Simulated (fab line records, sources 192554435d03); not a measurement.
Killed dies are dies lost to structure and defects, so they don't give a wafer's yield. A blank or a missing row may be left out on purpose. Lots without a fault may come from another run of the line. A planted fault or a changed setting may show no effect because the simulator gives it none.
Chamber matching | flow n5_finfet | N5_BEOL_M7_DESCUM_16 on rie_diel-05: 4 sister chambers
The step chemistry O2, time 7.9 s. 18 wafers are shown with their chamber, then 9 later ones without.

WAFERS WITH THEIR CHAMBER
wafer  | chamber | drypump_motor_current_A (A) | showerhead_plenum_p_Torr (Torr) | throttle_valve_pct (%)
L077.1 | 3       | 6.1                         | 2.06                            | 20.22
L077.4 | 1       | 5.6                         | 2.22                            | 20.62
L077.6 | 2       | 5.0                         | 2.23                            | 20.55
L078.2 | 2       | 5.0                         | 2.23                            | 20.56
L078.4 | 0       | 5.8                         | 2.23                            | 20.45
L078.6 | 3       | 6.1                         | 2.05                            | 20.24
L082.1 | 2       | 5.0                         | 2.23                            | 20.57
L082.4 | 0       | 5.8                         | 2.23                            | 20.47
L082.5 | 2       | 5.0                         | 2.23                            | 20.57
L088.2 | 2       | 5.0                         | 2.22                            | 20.58
L088.3 | 1       | 5.6                         | 2.21                            | 20.66
L088.4 | 3       | 6.1                         | 2.05                            | 20.25
L090.3 | 1       | 5.6                         | 2.21                            | 20.68
L090.4 | 0       | 5.8                         | 2.22                            | 20.52
L090.6 | 1       | 5.6                         | 2.21                            | 20.66
L091.2 | 0       | 5.7                         | 2.22                            | 20.50
L091.5 | 0       | 5.8                         | 2.22                            | 20.51
L091.6 | 1       | 5.6                         | 2.21                            | 20.66

SIGNATURES (means of the wafers above)
reading                  | chamber 0 | chamber 1 | chamber 2 | chamber 3 | scatter within a chamber
drypump_motor_current_A  | 5.780     | 5.600     | 5.000     | 6.100     | 0.0239
showerhead_plenum_p_Torr | 2.2240    | 2.2120    | 2.2280    | 2.0533    | 0.00498
throttle_valve_pct       | 20.4900   | 20.6560   | 20.5660   | 20.2367   | 0.0212
Rule: a wafer's distance from a chamber is the root of the sum, over the readings, of the square of ((its reading less the chamber's mean) divided by the reading's scatter). The wafer belongs to the nearest chamber; if the next one is less than 2 further off, it can't be placed. The scatter: the root of (the sum of the squares of (reading less its chamber's mean) over the shown wafers, divided by (wafers less chambers)).

WAFERS WITHOUT THEIR CHAMBER
wafer  | drypump_motor_current_A (A) | showerhead_plenum_p_Torr (Torr) | throttle_valve_pct (%)
L093.2 | 6.1                         | 2.04                            | 20.26
L093.3 | 5.0                         | 2.22                            | 20.60
L093.4 | 5.6                         | 2.21                            | 20.68
L095.2 | 5.0                         | 2.22                            | 20.59
L095.5 | 5.6                         | 2.21                            | 20.68
L095.6 | 5.0                         | 2.22                            | 20.61
L097.3 | 5.0                         | 2.21                            | 20.61
L097.4 | 5.8                         | 2.21                            | 20.53
L097.5 | 5.0                         | 2.21                            | 20.62

WHICH CHAMBER EACH WENT THROUGH
wafer  | from the rows above | in truth
L093.2 | 3                   | 3
L093.3 | 2                   | 2
L093.4 | 1                   | 1
L095.2 | 2                   | 2
L095.5 | 1                   | 1
L095.6 | 2                   | 2
L097.3 | 2                   | 2
L097.4 | 0                   | 0
L097.5 | 2                   | 2
Placed correctly: 9 of 9. Can't be placed from these rows: 0. Placed wrongly: 0.
